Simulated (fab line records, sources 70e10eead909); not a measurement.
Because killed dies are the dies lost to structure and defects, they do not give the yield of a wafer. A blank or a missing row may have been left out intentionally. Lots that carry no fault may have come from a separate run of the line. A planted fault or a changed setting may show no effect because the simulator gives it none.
fab line records    flow nand-harc
[record] lots = 6  wafers = 18  last-day = 24
route steps=1159 shown A_WL_FILL@817 END@1159
lots with no fault: from the same line, run without faults
start-h: the number of hours between the record's first day and the start of the first shown wafer of the lot    wait-h: hours since the lot's step before    " as in the row above    L1.1+2: a row that stands for several wafers    - either no value or no given start    * or withheld: withheld    < > ~ a bound
route shown NAME@n: names a module that has steps shown in the file, with the first one's number in the route    usual: the fault-free wafers' mean and standard deviation    same: alike in all rows    chamber/n: place in a boat    sites: readings site by site    _std_site: standard deviation of those values    _edge_site: outer sites' mean less inner sites'    radius-mm: for every site, how far away it sits from the centre of the wafer    mask NAME#n: copy n    behind: the most recent tool/chamber to have shaped the wafer    hold: what put the lot on hold/how long, in hours/how the hold closed    device: the n, p or np transistor that did not switch    end of line: tests run on the same wafers once the route is complete    a step given without rows: its recipe and nothing more    killed: the dies lost at the first sort to structure and to defects; this is not the yield of the wafer    map: the dies of a wafer, with x for killed, . for not killed, _ for no die there
set.NAME: setting as actually run; set.NAME@STEP: the setting as run at that earlier step    model.NAME: the simulator's own value behind a step, which no gauge read
lots seen at some steps along the route; tables by step, rows by wafer
services: the hour from which a tool's chamber was out of use, counted from the record's first day as start-h (under 0 if before that day), plus the number of hours and why
[[steps]]
[step NHARC_A_WL_FILL_STRIP_28]
[recipe] time-s = 1200  temp-c = 72.5  chemistry = post-etch-residue-remover
[step NHARC_A_WL_FILL_PRECLEAN_06]
[recipe] time-s = 300  chemistry = DIW
[step NHARC_A_WL_FILL_SRD_07]
[step NHARC_A_WL_FILL_ANNEAL_08]
[recipe] temp-c = 450  time-s = 1800
[step NHARC_A_WL_FILL_ALD_10]
[recipe] target-thk-a = 500  pulse-time-s = 10  ald-cycles = 500  temp-c = 300  material = SiO2
[usual] heater-power-w = 460/23  precursor-pulse-height-rel = 1.000/0.018
lot.wafer  tool       chamber  start-h  wait-h  heater-power-w  precursor-pulse-height-rel
L952.3     ald-hk-04  0        359.55   1.1     483             1.028
L952.5     "          2        360.59   2.1     420             1.001
L952.6     "          3        "        "       462             1.003
L956.3     ald-hk-04  0        362.62   0.1     475             0.993
L956.2     "          2        363.65   1.1     415             1.003
L956.5     "          1        365.20   2.6     442             0.979
L954.4     ald-hk-02  3        363.13   0.6     495             1.016
L954.2     "          1        364.16   1.6     464             1.026
L954.5     "          2        "        "       459             1.011
L969.1     ald-hk-03  0        450.50   0.6     484             1.005
L969.3     "          2        451.53   1.6     458             1.034
L969.6     "          0        452.57   2.6     489             1.016
L971.1     ald-hk-04  2        481.11   0.1     422             1.004
L971.2     "          0        482.13   1.1     459             1.004
L971.6     "          3        483.67   2.6     456             1.026
L974.4     ald-hk-02  3        484.66   0.2     478             0.990
L974.3     "          0        "        "       463             0.981
L974.2     "          1        "        "       468             0.994
[step NHARC_A_WL_FILL_ETCHBACK_16]
[recipe] target-depth-a = 880  time-s = 17.6  c4f8-flow-sccm = withheld  o2-flow-sccm = 8  ar-flow-sccm = withheld  rf-w = 600  bias-w = 800  chemistry = C4F8/O2/Ar
[usual] bias-w = 800.2/2.4  chamber-pressure-mTorr = 25.002/0.022  oes-product-au = 0.97/0.033  rf-vpp-V = 726/5.1
lot.wafer  tool         chamber  start-h  wait-h  bias-w  chamber-pressure-mTorr  oes-product-au  rf-hours-counter-h  rf-vpp-V
L952.3     rie-diel-09  3        -        -       799.8   25.030                  0.94            2.5                 721
L952.5     "            3        "        "       799.6   24.989                  0.94            -                   721
L952.6     "            0        "        "       796.7   24.990                  0.92            -                   731
L954.4     rie-diel-09  2        -        -       798.0   24.994                  0.98            2.7                 729
L954.2     "            3        "        "       803.2   24.998                  0.99            2.6                 721
L954.5     "            1        "        "       793.0   24.943                  1.01            -                   730
L956.3     rie-diel-03  2        -        -       799.4   25.007                  0.98            4.8                 731
L956.2     "            1        "        "       795.9   24.984                  0.99            4.3                 729
L956.5     "            2        "        "       803.0   25.018                  1.00            -                   730
L969.1     rie-diel-09  1        -        -       800.1   25.034                  0.99            0.2                 728
L969.3     "            3        "        "       800.7   25.022                  1.00            0.3                 722
L969.6     "            1        "        "       801.9   24.989                  0.99            -                   730
L971.1     rie-diel-10  0        -        -       801.0   25.003                  0.93            4.0                 730
L971.2     "            2        "        "       802.5   24.996                  0.92            3.6                 723
L971.6     "            0        "        "       797.5   25.000                  0.93            -                   729
L974.2     rie-diel-10  3        -        -       803.0   24.967                  0.96            3.7                 723
L974.4     "            0        "        "       798.1   25.011                  0.96            4.1                 728
L974.3     "            1        "        "       798.0   24.984                  0.95            4.1                 717
[step NHARC_A_WL_FILL_STRIP_29]
[recipe] time-s = 20  o2-flow-sccm = 500  ar-flow-sccm = 0  bias-w = 0  chemistry = O2
[usual] chamber-pressure-mTorr = 60.00/0.053  drypump-motor-current-A = 5.8/0.5  oes-product-au = 0.998/0.012  rf-vpp-V = 58.0/0.88  showerhead-plenum-p-Torr = 3.62/0.17  throttle-valve-pct = 17.035/0.0093
lot.wafer  tool         chamber  start-h  wait-h  chamber-pressure-mTorr  drypump-motor-current-A  oes-product-au  rf-hours-counter-h  rf-vpp-V  showerhead-plenum-p-Torr  throttle-valve-pct
L952.3     rie-diel-09  0        363.29   0.1     59.98                   5.6                      0.997           2.4                 58.2      3.79                      17.047
L952.5     "            1        "        "       59.97                   5.2                      1.023           -                   57.7      3.73                      17.028
L952.6     "            2        "        "       60.04                   6.5                      0.999           -                   59.0      3.77                      17.040
L954.2     rie-diel-09  2        367.35   0.1     59.95                   6.5                      1.003           2.7                 59.1      3.77                      17.037
L954.4     "            1        "        "       60.04                   5.2                      1.024           2.6                 58.7      3.73                      17.042
L954.5     "            3        "        "       60.02                   6.1                      1.017           -                   57.7      3.45                      17.037
L956.2     rie-diel-03  1        367.36   0.1     60.00                   6.0                      0.993           4.3                 58.4      3.69                      17.036
L956.3     "            0        "        "       59.96                   4.7                      1.012           6.0                 57.0      3.35                      17.032
L956.5     "            2        "        "       60.00                   6.3                      0.989           -                   59.4      3.80                      17.037
L969.1     rie-diel-09  3        454.73   0.1     59.96                   6.0                      1.012           0.3                 58.6      3.45                      17.015
L969.3     "            2        "        "       59.92                   6.5                      0.982           0.3                 57.4      3.77                      17.047
L969.6     "            3        "        "       60.02                   6.0                      1.007           -                   57.9      3.45                      17.037
L971.1     rie-diel-10  3        485.83   0.1     59.94                   6.1                      1.007           3.7                 57.6      3.53                      17.029
L971.2     "            1        "        "       60.02                   5.9                      0.998           4.1                 57.1      3.33                      17.032
L971.6     "            2        "        "       60.03                   5.3                      0.987           -                   59.1      3.58                      17.042
L974.2     rie-diel-10  3        489.35   0.1     60.07                   6.1                      0.994           3.7                 57.4      3.53                      17.030
L974.3     "            1        "        "       60.02                   5.9                      0.987           4.1                 58.0      3.33                      17.046
L974.4     "            2        "        "       59.93                   5.3                      0.993           3.7                 56.7      3.58                      17.019
[step NHARC_A_WL_FILL_ETCHBACK_17]
[recipe] target-depth-a = 40  time-s = 26.7  chemistry = Cl2/BCl3
[usual] chamber-pressure-mTorr = 10.001/0.01  drypump-motor-current-A = 5.48/0.29  oes-product-au = 1.003/0.013
lot.wafer  tool          chamber  start-h  wait-h  chamber-pressure-mTorr  drypump-motor-current-A  oes-product-au  rf-hours-counter-h
L952.3     rie-metal-02  1        363.43   -       10.000                  5.81                     1.000           -
L952.6     "             0        "        "       10.002                  5.51                     1.004           -
L952.5     "             1        "        "       10.023                  5.80                     0.995           -
L954.2     rie-metal-03  1        367.46   -       9.991                   5.56                     1.018           2.4
L954.4     "             1        "        "       10.003                  5.55                     1.021           -
L954.5     "             0        "        "       9.997                   4.88                     0.997           -
L956.2     rie-metal-01  0        367.47   -       10.000                  5.61                     0.994           0.9
L956.3     "             1        "        "       10.000                  5.50                     0.989           -
L956.5     "             1        "        "       10.001                  5.55                     0.985           -
L969.1     rie-metal-02  1        454.84   -       9.987                   5.80                     1.004           1.4
L969.3     "             0        "        "       9.990                   5.51                     0.994           -
L969.6     "             0        "        "       9.988                   5.51                     1.000           -
L971.1     rie-metal-02  1        485.91   -       10.011                  5.82                     1.002           2.1
L971.2     "             0        "        "       9.997                   5.50                     1.005           2.1
L971.6     "             0        "        "       9.997                   5.49                     1.009           -
L974.2     rie-metal-02  1        489.44   -       9.982                   5.81                     0.998           2.2
L974.4     "             1        "        "       10.011                  5.81                     1.000           -
L974.3     "             0        "        "       10.007                  5.50                     0.988           -
[step NHARC_A_WL_FILL_PRECLEAN_18]
[recipe] time-s = 30  chemistry = dHF
[step NHARC_A_WL_FILL_SRD_21]
[step NHARC_A_WL_FILL_CVD_23]
[recipe] target-thk-a = 400  temp-c = 620  pressure-mtorr = 200  time-s = 800  material = poly-Si
[step NHARC_A_WL_FILL_ETCHBACK_26]
[recipe] target-depth-a = 520  time-s = 13.3  hbr-flow-sccm = 150  rf-w = 350  icp-w = 350  bias-w = 60  chemistry = HBr
[usual] bias-w = 59.97/0.17  chamber-pressure-mTorr = 14.997/0.013  drypump-motor-current-A = 5.6/0.5  oes-product-au = 1.001/0.01  throttle-valve-pct = 23.266/0.0098
lot.wafer  tool       chamber  start-h  wait-h  bias-w  chamber-pressure-mTorr  drypump-motor-current-A  oes-product-au  rf-hours-counter-h  throttle-valve-pct
L952.3     rie-si-01  2        368.66   0.4     59.91   14.985                  6.2                      1.009           0.2                 23.280
L952.5     "          0        "        "       60.09   15.009                  6.7                      1.012           -                   23.257
L952.6     "          1        "        "       59.96   14.989                  5.1                      0.997           -                   23.279
L956.3     rie-si-03  2        372.51   0.4     -       -                       -                        -               -                   -
L956.2     "          3        "        "       -       -                       -                        -               -                   -
L956.5     "          2        "        "       -       -                       -                        -               -                   -
L954.4     rie-si-01  1        372.51   0.4     -       -                       -                        -               -                   -
L954.2     "          0        "        "       -       -                       -                        -               -                   -
L954.5     "          1        "        "       -       -                       -                        -               -                   -
L969.3     rie-si-05  1        459.04   0.4     60.04   14.979                  5.7                      1.020           0.2                 23.256
L969.1     "          2        "        "       60.03   14.971                  5.1                      0.989           0.2                 23.267
L969.6     "          1        "        "       60.04   14.973                  5.7                      1.012           -                   23.263
L971.2     rie-si-03  1        491.50   0.4     60.22   14.995                  5.7                      0.998           1.1                 23.260
L971.1     "          0        "        "       60.09   15.022                  5.7                      1.005           1.2                 23.271
L971.6     "          2        "        "       60.09   14.996                  5.7                      0.985           -                   23.277
L974.3     rie-si-03  1        493.92   0.4     59.79   14.998                  5.8                      0.996           1.2                 23.253
L974.4     "          2        "        "       60.17   15.006                  5.7                      0.991           1.3                 23.245
L974.2     "          3        "        "       60.04   15.006                  4.9                      0.999           1.2                 23.255
[step NHARC_A_WL_FILL_PRECLEAN_30]
[recipe] time-s = 10  chemistry = dHF
[step NHARC_END_SORT_01]
[recipe] temp-c = 25
[usual] killed-at-array = 28/8.6  killed-at-other = 0.7/1.2  killed-at-periphery = 3.1/2.3  killed-dies = 32/8.7  killed-open = 3.2/1.7  killed-short = 2.0/1.5
[same] gross-dies = 677
lot.wafer  tool       chamber  start-h  wait-h  hold                    killed-at-array  killed-at-other  killed-at-periphery  killed-dies  killed-open  killed-short
L952.3     prober-02  0        453.71   3.1     -                       9                0                1                    10           4            1
L952.5     prober-02  0        455.27   3.6     -                       12               1                4                    17           3            2
L952.6     prober-02  0        456.05   3.9     -                       12               0                2                    14           3            1
L956.2     prober-01  0        460.70   2.8     await-dispo/5.3h/scrap  670              1                6                    677          6            1
L956.3     prober-01  0        461.50   3.1     await-dispo/5.3h/scrap  671              0                6                    677          6            1
L956.5     prober-01  0        463.10   3.7     await-dispo/5.3h/scrap  674              0                3                    677          4            2
L954.2     prober-02  0        462.35   4.5     await-dispo/1.4h/scrap  675              0                2                    677          5            1
L954.4     prober-02  0        463.96   5.1     await-dispo/1.4h/scrap  675              2                0                    677          2            3
L954.5     prober-02  0        464.77   5.4     await-dispo/1.4h/scrap  672              2                3                    677          4            2
L969.1     prober-02  0        554.11   2.5     -                       34               0                2                    36           1            2
L969.3     prober-02  0        555.74   3.1     -                       26               0                2                    28           4            0
L969.6     prober-02  0        558.18   4.1     -                       37               0                6                    43           2            4
L971.1     prober-01  0        570.58   2.5     -                       25               0                3                    28           2            1
L971.2     prober-01  0        571.39   2.8     -                       31               0                1                    32           4            1
L971.6     prober-01  0        574.60   4.0     -                       33               0                1                    34           4            1
L974.2     prober-02  0        583.25   2.8     -                       38               0                3                    41           2            0
L974.3     prober-02  0        584.06   3.1     -                       27               2                5                    34           2            1
L974.4     prober-02  0        584.86   3.4     -                       38               0                3                    41           5            1
// killed by level:class
L952.3 A_CONTACT:geometric-particle:open=4 A_STAIRCASE:chamber-film-flake=2 A_CONTACT:chamber-film-flake=2 A_CHANNEL_HOLE_D1:geometric-particle:short=1 P_GATE:chamber-film-flake=1
L952.5 A_ONON_D1:geometric-particle:open=2 P_GATE:chamber-film-flake=2 A_CHANNEL_HOLE_D1:chamber-film-flake=2 A_SLIT:chamber-film-flake=2 A_CONTACT:chamber-film-flake=2 P_CONTACT:geometric-particle:short=1 A_CONTACT:geometric-particle:short=1 A_M0:geometric-particle:open=1
L952.6 A_STAIRCASE:chamber-film-flake=4 A_CONTACT:chamber-film-flake=2 P_M0:geometric-particle:open=1 A_ONON_D1:geometric-particle:open=1 A_CHANNEL_FILL_D1:geometric-particle:open=1 A_WL_FILL:geometric-particle:short=1 P_GATE:chamber-film-flake=1 A_CHANNEL_HOLE_D1:chamber-film-flake=1
L956.2 A_WL_FILL:area-etchback=649 A_SLIT:chamber-film-flake=13 A_STAIRCASE:chamber-film-flake=2 P_M0:geometric-particle:open=2 P_ZERO_WELL:chamber-film-flake=2 P_CONTACT:geometric-particle:short=1 P_M1:geometric-particle:open=1 A_ONON_D1:geometric-particle:open=1
L956.3 A_WL_FILL:area-etchback=649 A_SLIT:chamber-film-flake=8 A_STAIRCASE:chamber-film-flake=4 A_SGD_CUT:chamber-film-flake=3 A_CONTACT:geometric-particle:open=2 P_ZERO_WELL:chamber-film-flake=2 A_CHANNEL_HOLE_D1:chamber-film-flake=2 P_CONTACT:geometric-particle:open=1
L954.2 A_WL_FILL:area-etchback=641 A_CHANNEL_HOLE_D1:chamber-film-flake=16 A_SLIT:chamber-film-flake=8 A_CONTACT:chamber-film-flake=3 A_M0:geometric-particle:open=2 P_M1:geometric-particle:open=1 A_WL_FILL:geometric-particle:open=1 A_WL_FILL:geometric-particle:short=1
L956.5 A_WL_FILL:area-etchback=651 A_SLIT:chamber-film-flake=8 A_CONTACT:geometric-particle:open=3 P_ZERO_WELL:chamber-film-flake=3 A_CHANNEL_HOLE_D1:chamber-film-flake=3 A_STAIRCASE:chamber-film-flake=3 A_CHANNEL_FILL_D1:geometric-particle:open=1 A_WL_FILL:geometric-particle:short=1
L954.4 A_WL_FILL:area-etchback=639 A_CHANNEL_HOLE_D1:chamber-film-flake=14 A_SLIT:chamber-film-flake=12 A_ZERO_WELL:chamber-film-flake=2 A_STAIRCASE:chamber-film-flake=2 A_ONON_D1:geometric-particle:short=1 A_ONON_D1:geometric-particle:open=1 A_CHANNEL_FILL_D1:geometric-particle:short=1
L954.5 A_WL_FILL:area-etchback=643 A_CHANNEL_HOLE_D1:chamber-film-flake=13 A_SLIT:chamber-film-flake=7 A_CONTACT:chamber-film-flake=3 A_ONON_D1:geometric-particle:open=2 P_GATE:chamber-film-flake=2 P_CONTACT:geometric-particle:open=1 A_CONTACT:geometric-particle:short=1
L969.1 A_CHANNEL_HOLE_D1:chamber-film-flake=19 A_CONTACT:chamber-film-flake=5 A_STAIRCASE:chamber-film-flake=4 P_STI:chamber-film-flake=2 A_BONDPAD:chamber-film-flake=2 A_ONON_D1:geometric-particle:open=1 A_WL_FILL:geometric-particle:short=1 A_CONTACT:geometric-particle:short=1
L969.3 A_CHANNEL_HOLE_D1:chamber-film-flake=18 A_M1:geometric-particle:open=2 A_BONDPAD:chamber-film-flake=2 P_M0:geometric-particle:open=1 A_BLC:geometric-particle:open=1 P_STI:chamber-film-flake=1 A_STAIRCASE:chamber-film-flake=1 A_WL_FILL:chamber-film-flake=1
L969.6 A_CHANNEL_HOLE_D1:chamber-film-flake=23 A_CONTACT:chamber-film-flake=5 P_ZERO_WELL:chamber-film-flake=2 A_STAIRCASE:chamber-film-flake=2 P_CONTACT:geometric-particle:short=1 P_M0:geometric-particle:open=1 A_CHANNEL_HOLE_D1:geometric-particle:short=1 A_SGD_CUT:geometric-particle:short=1
L971.1 A_CHANNEL_HOLE_D1:chamber-film-flake=20 A_STAIRCASE:chamber-film-flake=2 P_CONTACT:geometric-particle:open=1 P_M1:geometric-particle:short=1 A_SGD_CUT:geometric-particle:open=1 P_M2:chamber-film-flake=1 A_ZERO_WELL:chamber-film-flake=1 A_SGD_CUT:chamber-film-flake=1
L971.2 A_CHANNEL_HOLE_D1:chamber-film-flake=24 A_STAIRCASE:chamber-film-flake=2 P_GATE:geometric-particle:open=1 A_SOURCE_PLATE:geometric-particle:open=1 A_CHANNEL_FILL_D1:geometric-particle:short=1 A_SGD_CUT:geometric-particle:open=1 A_CONTACT:geometric-particle:open=1 A_CONTACT:chamber-film-flake=1
L971.6 A_CHANNEL_HOLE_D1:chamber-film-flake=27 A_WL_FILL:geometric-particle:open=2 A_STAIRCASE:chamber-film-flake=2 P_M1:geometric-particle:open=1 A_CHANNEL_HOLE_D1:geometric-particle:open=1 A_WL_FILL:geometric-particle:short=1
L974.2 A_SLIT:chamber-film-flake=19 A_CHANNEL_HOLE_D1:chamber-film-flake=10 A_STAIRCASE:chamber-film-flake=3 A_CONTACT:chamber-film-flake=3 A_CHANNEL_FILL_D1:geometric-particle:open=1 A_CONTACT:geometric-particle:open=1 P_STI:chamber-film-flake=1 P_GATE:chamber-film-flake=1
L974.3 A_SLIT:chamber-film-flake=15 A_CHANNEL_HOLE_D1:chamber-film-flake=8 P_GATE:chamber-film-flake=2 A_STAIRCASE:chamber-film-flake=2 THIN_TSV:chamber-film-flake=2 P_GATE:geometric-particle:short=1 P_CONTACT:geometric-particle:open=1 A_CONTACT:geometric-particle:open=1
L974.4 A_SLIT:chamber-film-flake=20 A_CHANNEL_HOLE_D1:chamber-film-flake=5 A_STAIRCASE:chamber-film-flake=4 A_CONTACT:chamber-film-flake=2 A_SOURCE_PLATE:geometric-particle:open=1 A_ONON_D1:geometric-particle:open=1 A_CHANNEL_HOLE_D1:geometric-particle:open=1 A_SGD_CUT:geometric-particle:open=1
// map L954.2 (x killed, . not)
____________x____________
_________xxxxxxx_________
_______xxxxxxxxxxx_______
______xxxxxxxxxxxxx______
_____xxxxxxxxxxxxxxx_____
____xxxxxxxxxxxxxxxxx____
____xxxxxxxxxxxxxxxxx____
___xxxxxxxxxxxxxxxxxxx___
___xxxxxxxxxxxxxxxxxxx___
__xxxxxxxxxxxxxxxxxxxxx__
__xxxxxxxxxxxxxxxxxxxxx__
_xxxxxxxxxxxxxxxxxxxxxxx_
_xxxxxxxxxxxxxxxxxxxxxxx_
_xxxxxxxxxxxxxxxxxxxxxxx_
_xxxxxxxxxxxxxxxxxxxxxxx_
_xxxxxxxxxxxxxxxxxxxxxxx_
xxxxxxxxxxxxxxxxxxxxxxxxx
xxxxxxxxxxxxxxxxxxxxxxxxx
xxxxxxxxxxxxxxxxxxxxxxxxx
xxxxxxxxxxxxxxxxxxxxxxxxx
xxxxxxxxxxxxxxxxxxxxxxxxx
_xxxxxxxxxxxxxxxxxxxxxxx_
_xxxxxxxxxxxxxxxxxxxxxxx_
_xxxxxxxxxxxxxxxxxxxxxxx_
_xxxxxxxxxxxxxxxxxxxxxxx_
_xxxxxxxxxxxxxxxxxxxxxxx_
__xxxxxxxxxxxxxxxxxxxxx__
__xxxxxxxxxxxxxxxxxxxxx__
___xxxxxxxxxxxxxxxxxxx___
___xxxxxxxxxxxxxxxxxxx___
____xxxxxxxxxxxxxxxxx____
____xxxxxxxxxxxxxxxxx____
_____xxxxxxxxxxxxxxx_____
______xxxxxxxxxxxxx______
_______xxxxxxxxxxx_______
_________xxxxxxx_________
____________x____________
// map L956.2 (x killed, . not)
____________x____________
_________xxxxxxx_________
_______xxxxxxxxxxx_______
______xxxxxxxxxxxxx______
_____xxxxxxxxxxxxxxx_____
____xxxxxxxxxxxxxxxxx____
____xxxxxxxxxxxxxxxxx____
___xxxxxxxxxxxxxxxxxxx___
___xxxxxxxxxxxxxxxxxxx___
__xxxxxxxxxxxxxxxxxxxxx__
__xxxxxxxxxxxxxxxxxxxxx__
_xxxxxxxxxxxxxxxxxxxxxxx_
_xxxxxxxxxxxxxxxxxxxxxxx_
_xxxxxxxxxxxxxxxxxxxxxxx_
_xxxxxxxxxxxxxxxxxxxxxxx_
_xxxxxxxxxxxxxxxxxxxxxxx_
xxxxxxxxxxxxxxxxxxxxxxxxx
xxxxxxxxxxxxxxxxxxxxxxxxx
xxxxxxxxxxxxxxxxxxxxxxxxx
xxxxxxxxxxxxxxxxxxxxxxxxx
xxxxxxxxxxxxxxxxxxxxxxxxx
_xxxxxxxxxxxxxxxxxxxxxxx_
_xxxxxxxxxxxxxxxxxxxxxxx_
_xxxxxxxxxxxxxxxxxxxxxxx_
_xxxxxxxxxxxxxxxxxxxxxxx_
_xxxxxxxxxxxxxxxxxxxxxxx_
__xxxxxxxxxxxxxxxxxxxxx__
__xxxxxxxxxxxxxxxxxxxxx__
___xxxxxxxxxxxxxxxxxxx___
___xxxxxxxxxxxxxxxxxxx___
____xxxxxxxxxxxxxxxxx____
____xxxxxxxxxxxxxxxxx____
_____xxxxxxxxxxxxxxx_____
______xxxxxxxxxxxxx______
_______xxxxxxxxxxx_______
_________xxxxxxx_________
____________x____________
[[services]]
tool          chamber  start-h  hours  kind
rie-diel-09   0        336.62   -      clean
rie-diel-09   1        336.62   -      clean
rie-diel-09   2        336.62   -      clean
rie-diel-09   3        336.62   -      clean
rie-si-01     1        338.39   3.6    repair
rie-si-03     1        346.32   9.3    repair
rie-diel-10   -        353.50   9.0    pm
rie-si-05     1        354.24   3.8    repair
rie-si-03     1        359.56   8.5    repair
rie-diel-09   0        361.12   -      clean
rie-diel-09   1        361.12   -      clean
rie-diel-09   2        361.12   -      clean
rie-diel-09   3        361.12   -      clean
rie-metal-02  -        388.00   9.0    pm
rie-diel-03   -        392.30   9.0    pm
rie-si-01     -        415.31   0.2    repair
rie-si-05     -        416.00   9.0    pm
rie-diel-09   -        431.10   9.0    pm
rie-si-03     -        442.67   0.1    repair
rie-diel-10   2        452.57   2.5    repair
rie-metal-03  -        453.00   9.0    pm
ald-hk-02     -        458.19   10.0   pm
rie-diel-09   -        465.04   0.3    repair
rie-si-03     -        471.58   9.5    repair
[[key]]
[first-sign] step = NHARC_A_WL_FILL_ETCHBACK_26  reading = tool-record  direction = missing
[effect] step = NHARC_END_SORT_01  reading = killed-at-array  direction = up  sigmas = 75  usual = 28  struck = 673
[more-kills-born-at] NHARC_A_WL_FILL_ETCHBACK_26@rie-si-03 = 1949  NHARC_A_WL_FILL_ETCHBACK_26@rie-si-01 = 1922
met-at NHARC_A_WL_FILL_ETCHBACK_26
struck-wafers L954.2,L954.4,L954.5,L956.2,L956.3,L956.5
later-rows-left-out L954.2,L954.4,L954.5,L956.2,L956.3,L956.5
tester-left-out L954,L956
onset-between 368.66 372.51
[fault] kind = skipped-step-whole  tool = rie-si-01,rie-si-03  chamber = -  onset-h = 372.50  steps = NHARC_A_WL_FILL_ETCHBACK_26  scope = struck-lots-only
// tester-left-out: of these lots the tester's yield and bins aren't shown, on N5 and GAA mostly nor the transistor test; their killed dies are dies lost to structure and defects alone, not to doping, threshold or leakage, so they don't give the yield
// later-rows-left-out: the simulator's readings of these wafers behind a module that went badly wrong aren't trusted and aren't shown, but for the sort
